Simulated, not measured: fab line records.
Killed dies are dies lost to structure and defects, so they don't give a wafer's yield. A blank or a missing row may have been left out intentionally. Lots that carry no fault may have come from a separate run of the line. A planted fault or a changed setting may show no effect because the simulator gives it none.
Chamber matching | flow n5Finfet | rieDiel-06 running N5_BEOL_M10_ETCH_61: 4 sister chambers
The step etches SiARC in CF4, target depth 39 nm, time 65 s. 27 wafers are shown with their chamber, then 12 later ones without.

## WAFERS WITH THEIR CHAMBER
wafer  | chamber | showerheadPlenumPTorr (Torr) | drypumpMotorCurrentA (A) | etchRfOnTimeS (s)
L074.1 | 0       | 2.21                         | 5.2                      | 65.2
L074.3 | 2       | 2.17                         | 5.8                      | 60.1
L074.4 | 1       | 2.25                         | 6.4                      | 62.3
L075.1 | 1       | 2.25                         | 6.4                      | 62.9
L075.4 | 3       | 2.09                         | 5.1                      | 66.1
L075.6 | 3       | 2.09                         | 5.0                      | 66.4
L080.1 | 2       | 2.16                         | 5.7                      | 60.5
L080.4 | 0       | 2.20                         | 5.1                      | 66.1
L080.5 | 3       | 2.08                         | 5.1                      | 67.5
L081.1 | 1       | 2.24                         | 6.4                      | 61.7
L081.2 | 3       | 2.08                         | 5.0                      | 65.8
L081.6 | 0       | 2.20                         | 5.2                      | 66.1
L084.1 | 1       | 2.24                         | 6.3                      | 61.3
L084.2 | 2       | 2.16                         | 5.8                      | 60.0
L084.5 | 3       | 2.08                         | 5.0                      | 66.2
L083.3 | 1       | 2.24                         | 6.3                      | 61.2
L083.5 | 2       | 2.16                         | 5.8                      | 59.7
L083.6 | 1       | 2.24                         | 6.3                      | 60.9
L086.3 | 0       | 2.20                         | 5.2                      | 66.2
L086.4 | 3       | 2.08                         | 5.1                      | 67.5
L086.6 | 1       | 2.24                         | 6.3                      | 62.1
L085.2 | 2       | 2.16                         | 5.8                      | 60.4
L085.4 | 1       | 2.24                         | 6.4                      | 62.0
L085.6 | 1       | 2.24                         | 6.4                      | 62.8
L090.2 | 3       | 2.08                         | 5.1                      | 67.1
L090.3 | 1       | 2.24                         | 6.3                      | 63.1
L090.5 | 3       | 2.08                         | 5.0                      | 66.8

SIGNATURES, as means of the wafers listed above
reading               | chamber 0 | chamber 1 | chamber 2 | chamber 3 | scatter within a chamber
showerheadPlenumPTorr | 2.2025    | 2.2420    | 2.1620    | 2.0825    | 0.0045
drypumpMotorCurrentA  | 5.175     | 6.350     | 5.780     | 5.050     | 0.0513
etchRfOnTimeS         | 65.900    | 62.030    | 60.140    | 66.675    | 0.633
Rule: for each reading, subtract the chamber's mean from the wafer's reading, divide by that reading's scatter and square the result; add these up over the readings and take the root, which gives the wafer's distance from the chamber. If the next closest chamber is less than 2 further off than the closest, the wafer can't be placed; otherwise it belongs to the closest. The scatter: take each reading less its chamber's mean, square it, sum over the shown wafers, divide by the number of wafers less the number of chambers, and take the root.

## WAFERS MISSING THEIR CHAMBER
wafer  | showerheadPlenumPTorr (Torr) | drypumpMotorCurrentA (A) | etchRfOnTimeS (s)
L091.3 | 2.16                         | 5.8                      | 60.2
L091.4 | 2.24                         | 6.3                      | 63.1
L091.6 | 2.16                         | 5.8                      | 59.8
L092.2 | 2.20                         | 5.2                      | 61.8
L092.3 | 2.16                         | 5.8                      | 60.1
L092.5 | 2.08                         | 5.1                      | 66.7
L094.2 | 2.15                         | 5.8                      | 60.7
L094.4 | 2.23                         | 6.4                      | 63.6
L094.5 | 2.15                         | 5.8                      | 60.4
L096.3 | 2.07                         | 5.0                      | 65.9
L096.5 | 2.07                         | 5.1                      | 66.1
L096.6 | 2.19                         | 5.1                      | 61.6

## EACH ONE'S CHAMBER
wafer  | from the rows above | in truth
L091.3 | 2                   | 2
L091.4 | 1                   | 1
L091.6 | 2                   | 2
L092.2 | 0                   | 0
L092.3 | 2                   | 2
L092.5 | 3                   | 3
L094.2 | 2                   | 2
L094.4 | 1                   | 1
L094.5 | 2                   | 2
L096.3 | 3                   | 3
L096.5 | 3                   | 3
L096.6 | 0                   | 0
Correct placement for 12 of the 12. Can't be placed from these rows: 0. Wrongly placed: 0.
